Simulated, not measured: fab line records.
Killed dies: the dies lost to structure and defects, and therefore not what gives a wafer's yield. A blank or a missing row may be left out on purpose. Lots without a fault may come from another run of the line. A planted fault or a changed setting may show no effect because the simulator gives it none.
Which tool was responsible? / flow nand_harc / 9 lots with 27 wafers sampled at 3 steps, on a route of 1159 steps

## WHAT EACH GAUGE READ, for each wafer
NHARC_A_CONTACT_OVL_MEAS_09.
lot=L561; measured=day 17 06:53; on=overlay-01; overlay_x_nm (nm)=0.2 -0.3 -0.2
lot=L565; measured=day 17 09:14; on=overlay-02; overlay_x_nm (nm)=0.2 0.4 0.5
lot=L562; measured=day 17 11:06; on=overlay-02; overlay_x_nm (nm)=-0.1 -0.1 0.7
lot=L571; measured=day 19 10:07; on=overlay-01; overlay_x_nm (nm)=0.6 0.2 -0.3
lot=L575; measured=day 20 15:35; on=overlay-02; overlay_x_nm (nm)=-1.1 -1.3 -1.2
lot=L574; measured=day 20 21:58; on=overlay-01; overlay_x_nm (nm)=-1.9 -1.3 -1.2
lot=L577; measured=day 21 12:03; on=overlay-01; overlay_x_nm (nm)=-0.7 -0.6 0.0
lot=L580; measured=day 21 17:15; on=overlay-02; overlay_x_nm (nm)=-0.2 -0.6 -0.4
lot=L579; measured=day 22 07:02; on=overlay-01; overlay_x_nm (nm)=2.1 2.4 1.8

## WHICH TOOL RAN EACH LOT (tool, then ch and the chambers of the sampled wafers, then the start)
lot=L561; NHARC_A_CONTACT_ETCH_106=rie_diel-11 ch 1,2, day 17 04:14; NHARC_A_CONTACT_DEP_84=acl_dep-02 ch 0, day 17 05:31
lot=L565; NHARC_A_CONTACT_ETCH_106=rie_diel-04 ch 2,3, day 17 06:31; NHARC_A_CONTACT_DEP_84=acl_dep-03 ch 0, day 17 07:22
lot=L562; NHARC_A_CONTACT_ETCH_106=rie_diel-11 ch 2,3, day 17 08:22; NHARC_A_CONTACT_DEP_84=acl_dep-03 ch 0, day 17 09:26
lot=L571; NHARC_A_CONTACT_ETCH_106=rie_diel-03 ch 0,1, day 19 07:26; NHARC_A_CONTACT_DEP_84=acl_dep-01 ch 0, day 19 08:05
lot=L575; NHARC_A_CONTACT_ETCH_106=rie_diel-03 ch 0,2,3, day 20 11:53; NHARC_A_CONTACT_DEP_84=acl_dep-03 ch 0, day 20 14:12
lot=L574; NHARC_A_CONTACT_ETCH_106=rie_diel-04 ch 2,3, day 20 19:22; NHARC_A_CONTACT_DEP_84=acl_dep-03 ch 0, day 20 20:38
lot=L577; NHARC_A_CONTACT_ETCH_106=rie_diel-03 ch 0,2, day 21 05:38; NHARC_A_CONTACT_DEP_84=acl_dep-03 ch 0, day 21 10:10
lot=L580; NHARC_A_CONTACT_ETCH_106=rie_diel-03 ch 0,1,2, day 21 09:06; NHARC_A_CONTACT_DEP_84=acl_dep-01 ch 0, day 21 15:08
lot=L579; NHARC_A_CONTACT_ETCH_106=rie_diel-11 ch 1,2, day 22 01:33; NHARC_A_CONTACT_DEP_84=acl_dep-01 ch 0, day 22 05:11
- NHARC_A_CONTACT_ETCH_106: etches the open film in CF4/O2, target depth 60 nm, overetch 6 nm, time 33 s.
- NHARC_A_CONTACT_DEP_84: deposits aC, target thk 2000 nm.

## THE ANSWER, worked out from the rows above alone
Rule: the usual values come from the lots themselves. The widest of any qualifying gaps counts: lots, ordered by their means at a reading, are off when they make up no more than a third of the lots, leave a main group of 4 or more, and stand apart from it by 3 or more times the standard deviation of that group's means. If all means in a main group match to the digits the tables above print for the reading, that group is not used. A lot without any number at a reading at which 4 lots or more have one is off too. All remaining lots with rows at the step are treated as sound.
None of the lots is off at any reading shown; this tells nothing.

## WHAT THE SIMULATOR PUT IN
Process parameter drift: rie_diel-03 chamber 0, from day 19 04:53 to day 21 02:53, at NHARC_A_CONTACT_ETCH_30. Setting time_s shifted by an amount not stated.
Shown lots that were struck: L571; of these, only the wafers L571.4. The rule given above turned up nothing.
